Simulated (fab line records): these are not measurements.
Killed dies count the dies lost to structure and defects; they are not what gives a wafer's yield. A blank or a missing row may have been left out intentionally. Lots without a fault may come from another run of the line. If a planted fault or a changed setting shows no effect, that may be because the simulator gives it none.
Lot-split experiment :: flow n5-finfet :: 39 wafers read from 7 lots, route of 1938 steps

## ON THE SPLIT
At N5_PMOS_HMC_CHANNEL_EPI_HM_DEP_34 (deposits SiO2 from TEOS/O2, target thk 36 nm, time 6.9 s), the setting target-thk-a was moved away from the recipe's 360 angstrom on 12 of the 39 wafers read, by -34.0% to +57.6%. For the rest of the wafers, this setting stayed at what the recipe calls for.

The reading is taken at the split's own step.

## THE READING
SiO2_of_PMOS_HMC_CHANNEL_EPI_HM_DEP_34.thk-nm (the simulator's own value, which no gauge read), in nm, at N5_PMOS_HMC_CHANNEL_EPI_HM_DEP_34 (deposits SiO2 from TEOS/O2, target thk 36 nm, time 6.9 s). The file gives no usual value for it. Here, 27 wafers ran the recipe; their average is 36.27 nm with a standard deviation of 0.35 nm.

wafer: L077.1
tool, chamber at the split: pecvd-03, 2
target-thk-a as run, angstrom: 237.5
against the recipe: -34.0%
SiO2_of_PMOS_HMC_CHANNEL_EPI_HM_DEP_34.thk-nm, nm: 23.82
against lot-mates on the recipe: -12.38

wafer: L077.2
tool, chamber at the split: pecvd-03, 0
target-thk-a as run, angstrom: 360
against the recipe: recipe
SiO2_of_PMOS_HMC_CHANNEL_EPI_HM_DEP_34.thk-nm, nm: 35.71
against lot-mates on the recipe: -

wafer: L077.3
tool, chamber at the split: pecvd-03, 2
target-thk-a as run, angstrom: 237.5
against the recipe: -34.0%
SiO2_of_PMOS_HMC_CHANNEL_EPI_HM_DEP_34.thk-nm, nm: 23.86
against lot-mates on the recipe: -12.34

wafer: L077.4
tool, chamber at the split: pecvd-03, 0
target-thk-a as run, angstrom: 237.5
against the recipe: -34.0%
SiO2_of_PMOS_HMC_CHANNEL_EPI_HM_DEP_34.thk-nm, nm: 23.64
against lot-mates on the recipe: -12.56

wafer: L077.5
tool, chamber at the split: pecvd-03, 2
target-thk-a as run, angstrom: 360
against the recipe: recipe
SiO2_of_PMOS_HMC_CHANNEL_EPI_HM_DEP_34.thk-nm, nm: 36.7
against lot-mates on the recipe: -

wafer: L077.6
tool, chamber at the split: pecvd-03, 0
target-thk-a as run, angstrom: 360
against the recipe: recipe
SiO2_of_PMOS_HMC_CHANNEL_EPI_HM_DEP_34.thk-nm, nm: 36.19
against lot-mates on the recipe: -

wafer: L078.1
tool, chamber at the split: pecvd-02, 2
target-thk-a as run, angstrom: 360
against the recipe: recipe
SiO2_of_PMOS_HMC_CHANNEL_EPI_HM_DEP_34.thk-nm, nm: 36.1
against lot-mates on the recipe: -

wafer: L078.2
tool, chamber at the split: pecvd-02, 1
target-thk-a as run, angstrom: 360
against the recipe: recipe
SiO2_of_PMOS_HMC_CHANNEL_EPI_HM_DEP_34.thk-nm, nm: 36.3
against lot-mates on the recipe: -

wafer: L078.3
tool, chamber at the split: pecvd-02, 0
target-thk-a as run, angstrom: 360
against the recipe: recipe
SiO2_of_PMOS_HMC_CHANNEL_EPI_HM_DEP_34.thk-nm, nm: 36.27
against lot-mates on the recipe: -

wafer: L080.1
tool, chamber at the split: pecvd-02, 0
target-thk-a as run, angstrom: 360
against the recipe: recipe
SiO2_of_PMOS_HMC_CHANNEL_EPI_HM_DEP_34.thk-nm, nm: 35.84
against lot-mates on the recipe: -

wafer: L080.2
tool, chamber at the split: pecvd-02, 1
target-thk-a as run, angstrom: 360
against the recipe: recipe
SiO2_of_PMOS_HMC_CHANNEL_EPI_HM_DEP_34.thk-nm, nm: 36.74
against lot-mates on the recipe: -

wafer: L080.3
tool, chamber at the split: pecvd-02, 2
target-thk-a as run, angstrom: 360
against the recipe: recipe
SiO2_of_PMOS_HMC_CHANNEL_EPI_HM_DEP_34.thk-nm, nm: 36.53
against lot-mates on the recipe: -

wafer: L080.4
tool, chamber at the split: pecvd-02, 0
target-thk-a as run, angstrom: 360
against the recipe: recipe
SiO2_of_PMOS_HMC_CHANNEL_EPI_HM_DEP_34.thk-nm, nm: 36.51
against lot-mates on the recipe: -

wafer: L080.5
tool, chamber at the split: pecvd-02, 2
target-thk-a as run, angstrom: 360
against the recipe: recipe
SiO2_of_PMOS_HMC_CHANNEL_EPI_HM_DEP_34.thk-nm, nm: 36.87
against lot-mates on the recipe: -

wafer: L080.6
tool, chamber at the split: pecvd-02, 1
target-thk-a as run, angstrom: 360
against the recipe: recipe
SiO2_of_PMOS_HMC_CHANNEL_EPI_HM_DEP_34.thk-nm, nm: 36.71
against lot-mates on the recipe: -

wafer: L081.1
tool, chamber at the split: pecvd-03, 0
target-thk-a as run, angstrom: 360
against the recipe: recipe
SiO2_of_PMOS_HMC_CHANNEL_EPI_HM_DEP_34.thk-nm, nm: 35.97
against lot-mates on the recipe: -

wafer: L081.2
tool, chamber at the split: pecvd-03, 2
target-thk-a as run, angstrom: 360
against the recipe: recipe
SiO2_of_PMOS_HMC_CHANNEL_EPI_HM_DEP_34.thk-nm, nm: 35.79
against lot-mates on the recipe: -

wafer: L081.3
tool, chamber at the split: pecvd-03, 2
target-thk-a as run, angstrom: 360
against the recipe: recipe
SiO2_of_PMOS_HMC_CHANNEL_EPI_HM_DEP_34.thk-nm, nm: 36.6
against lot-mates on the recipe: -

wafer: L081.4
tool, chamber at the split: pecvd-03, 0
target-thk-a as run, angstrom: 360
against the recipe: recipe
SiO2_of_PMOS_HMC_CHANNEL_EPI_HM_DEP_34.thk-nm, nm: 36.61
against lot-mates on the recipe: -

wafer: L081.5
tool, chamber at the split: pecvd-03, 2
target-thk-a as run, angstrom: 360
against the recipe: recipe
SiO2_of_PMOS_HMC_CHANNEL_EPI_HM_DEP_34.thk-nm, nm: 36.21
against lot-mates on the recipe: -

wafer: L081.6
tool, chamber at the split: pecvd-03, 0
target-thk-a as run, angstrom: 360
against the recipe: recipe
SiO2_of_PMOS_HMC_CHANNEL_EPI_HM_DEP_34.thk-nm, nm: 36.05
against lot-mates on the recipe: -

wafer: L085.1
tool, chamber at the split: pecvd-03, 0
target-thk-a as run, angstrom: 360
against the recipe: recipe
SiO2_of_PMOS_HMC_CHANNEL_EPI_HM_DEP_34.thk-nm, nm: 36.18
against lot-mates on the recipe: -

wafer: L085.2
tool, chamber at the split: pecvd-03, 2
target-thk-a as run, angstrom: 360
against the recipe: recipe
SiO2_of_PMOS_HMC_CHANNEL_EPI_HM_DEP_34.thk-nm, nm: 36.01
against lot-mates on the recipe: -

wafer: L085.3
tool, chamber at the split: pecvd-03, 1
target-thk-a as run, angstrom: 467.6
against the recipe: +29.9%
SiO2_of_PMOS_HMC_CHANNEL_EPI_HM_DEP_34.thk-nm, nm: 46.42
against lot-mates on the recipe: +10.08

wafer: L085.4
tool, chamber at the split: pecvd-03, 1
target-thk-a as run, angstrom: 360
against the recipe: recipe
SiO2_of_PMOS_HMC_CHANNEL_EPI_HM_DEP_34.thk-nm, nm: 36.84
against lot-mates on the recipe: -

wafer: L085.5
tool, chamber at the split: pecvd-03, 2
target-thk-a as run, angstrom: 467.6
against the recipe: +29.9%
SiO2_of_PMOS_HMC_CHANNEL_EPI_HM_DEP_34.thk-nm, nm: 47.35
against lot-mates on the recipe: +11.01

wafer: L085.6
tool, chamber at the split: pecvd-03, 0
target-thk-a as run, angstrom: 467.6
against the recipe: +29.9%
SiO2_of_PMOS_HMC_CHANNEL_EPI_HM_DEP_34.thk-nm, nm: 47.79
against lot-mates on the recipe: +11.45

wafer: L091.1
tool, chamber at the split: pecvd-04, 2
target-thk-a as run, angstrom: 360
against the recipe: recipe
SiO2_of_PMOS_HMC_CHANNEL_EPI_HM_DEP_34.thk-nm, nm: 35.89
against lot-mates on the recipe: -

wafer: L091.2
tool, chamber at the split: pecvd-04, 0
target-thk-a as run, angstrom: 271.8
against the recipe: -24.5%
SiO2_of_PMOS_HMC_CHANNEL_EPI_HM_DEP_34.thk-nm, nm: 27.47
against lot-mates on the recipe: -8.52

wafer: L091.3
tool, chamber at the split: pecvd-04, 1
target-thk-a as run, angstrom: 360
against the recipe: recipe
SiO2_of_PMOS_HMC_CHANNEL_EPI_HM_DEP_34.thk-nm, nm: 35.76
against lot-mates on the recipe: -

wafer: L091.4
tool, chamber at the split: pecvd-04, 1
target-thk-a as run, angstrom: 360
against the recipe: recipe
SiO2_of_PMOS_HMC_CHANNEL_EPI_HM_DEP_34.thk-nm, nm: 36.32
against lot-mates on the recipe: -

wafer: L091.5
tool, chamber at the split: pecvd-04, 0
target-thk-a as run, angstrom: 271.8
against the recipe: -24.5%
SiO2_of_PMOS_HMC_CHANNEL_EPI_HM_DEP_34.thk-nm, nm: 27.72
against lot-mates on the recipe: -8.27

wafer: L091.6
tool, chamber at the split: pecvd-04, 2
target-thk-a as run, angstrom: 271.8
against the recipe: -24.5%
SiO2_of_PMOS_HMC_CHANNEL_EPI_HM_DEP_34.thk-nm, nm: 27.6
against lot-mates on the recipe: -8.39

wafer: L092.1
tool, chamber at the split: pecvd-03, 1
target-thk-a as run, angstrom: 567.4
against the recipe: +57.6%
SiO2_of_PMOS_HMC_CHANNEL_EPI_HM_DEP_34.thk-nm, nm: 56.54
against lot-mates on the recipe: +20.36

wafer: L092.2
tool, chamber at the split: pecvd-03, 2
target-thk-a as run, angstrom: 360
against the recipe: recipe
SiO2_of_PMOS_HMC_CHANNEL_EPI_HM_DEP_34.thk-nm, nm: 36.06
against lot-mates on the recipe: -

wafer: L092.3
tool, chamber at the split: pecvd-03, 0
target-thk-a as run, angstrom: 567.4
against the recipe: +57.6%
SiO2_of_PMOS_HMC_CHANNEL_EPI_HM_DEP_34.thk-nm, nm: 56.65
against lot-mates on the recipe: +20.47

wafer: L092.4
tool, chamber at the split: pecvd-03, 2
target-thk-a as run, angstrom: 360
against the recipe: recipe
SiO2_of_PMOS_HMC_CHANNEL_EPI_HM_DEP_34.thk-nm, nm: 35.91
against lot-mates on the recipe: -

wafer: L092.5
tool, chamber at the split: pecvd-03, 1
target-thk-a as run, angstrom: 360
against the recipe: recipe
SiO2_of_PMOS_HMC_CHANNEL_EPI_HM_DEP_34.thk-nm, nm: 36.58
against lot-mates on the recipe: -

wafer: L092.6
tool, chamber at the split: pecvd-03, 0
target-thk-a as run, angstrom: 567.4
against the recipe: +57.6%
SiO2_of_PMOS_HMC_CHANNEL_EPI_HM_DEP_34.thk-nm, nm: 57.74
against lot-mates on the recipe: +21.56

THE FIT
A straight line over all 39 wafers: SiO2_of_PMOS_HMC_CHANNEL_EPI_HM_DEP_34.thk-nm changes by +0.361 nm for each +1% of target-thk-a; r = +1.00; the points scatter about the line by 0.39 nm.
The same after taking each lot's own level away (the mean of its wafers on the recipe; 39 wafers): +0.36 nm for each +1%; r = +1.00; scatter 0.37 nm.
On that fit, the largest move of target-thk-a shifts the reading by 21 nm.
Measured against the standard deviation above, the lots' own levels, which go from 35.990 to 36.533 nm, span 1.6 times it.
So the lot-to-lot level changes the slope little: the two slopes agree.
Check: with one of the wafers moved furthest among these (+57.6%) left out of the fit, the line predicts +20.9 nm for it against its lot-mates. It came out at +20.4 nm against them.

## THE FILE'S OWN FIT
SiO2_of_PMOS_HMC_CHANNEL_EPI_HM_DEP_34.thk-nm changes by +0.36 nm for each +1% of target-thk-a, r = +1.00.
